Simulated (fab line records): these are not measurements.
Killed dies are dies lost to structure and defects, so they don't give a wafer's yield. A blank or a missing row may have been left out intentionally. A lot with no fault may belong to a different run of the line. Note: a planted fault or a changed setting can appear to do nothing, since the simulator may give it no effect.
Matching of chambers	flow n5-finfet	N5_MOL_CONTACT_COAG_CO_FILL_22 on cvd-co-02 has 3 sister chambers
The step material Co, precursor CCTBA/H2, target thk 20 nm. 6 wafers are shown with their chamber, then 9 later ones without.

WAFERS PAIRED WITH THEIR CHAMBERS
wafer	chamber	heater-power-w (W)
L081.2	2	229
L081.5	2	237
L087.6	1	280
L089.1	0	252
L089.3	1	288
L089.6	0	260

WAFERS WHOSE CHAMBER IS MISSING
wafer	heater-power-w (W)
L090.2	255
L090.3	233
L090.6	231
L093.1	226
L093.3	294
L093.6	281
L095.1	251
L095.2	235
L095.5	275

EACH ONE'S CHAMBER
wafer	from the rows above	in truth
L090.2	0	0
L090.3	2	2
L090.6	2	2
L093.1	2	2
L093.3	1	1
L093.6	1	1
L095.1	0	0
L095.2	2	2
L095.5	can't be placed: 1 or 0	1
Placed correctly: 8 of 9. Not placeable from these rows: 1 (in 1, the candidates include the true chamber). Wrongly placed: 0.
How it was worked out, from the rows above alone: a wafer's distance from a chamber is the root of the sum, over the readings, of the square of ((its reading less the chamber's mean) divided by the reading's scatter). If the next closest chamber is less than 2 further off than the closest, the wafer can't be placed; otherwise it belongs to the closest. Each chamber's mean is taken over the wafers shown for it. How the scatter is found: for the shown wafers, subtract from each reading the mean of its chamber, square and add these, divide the total by (wafers less chambers), then take the root.
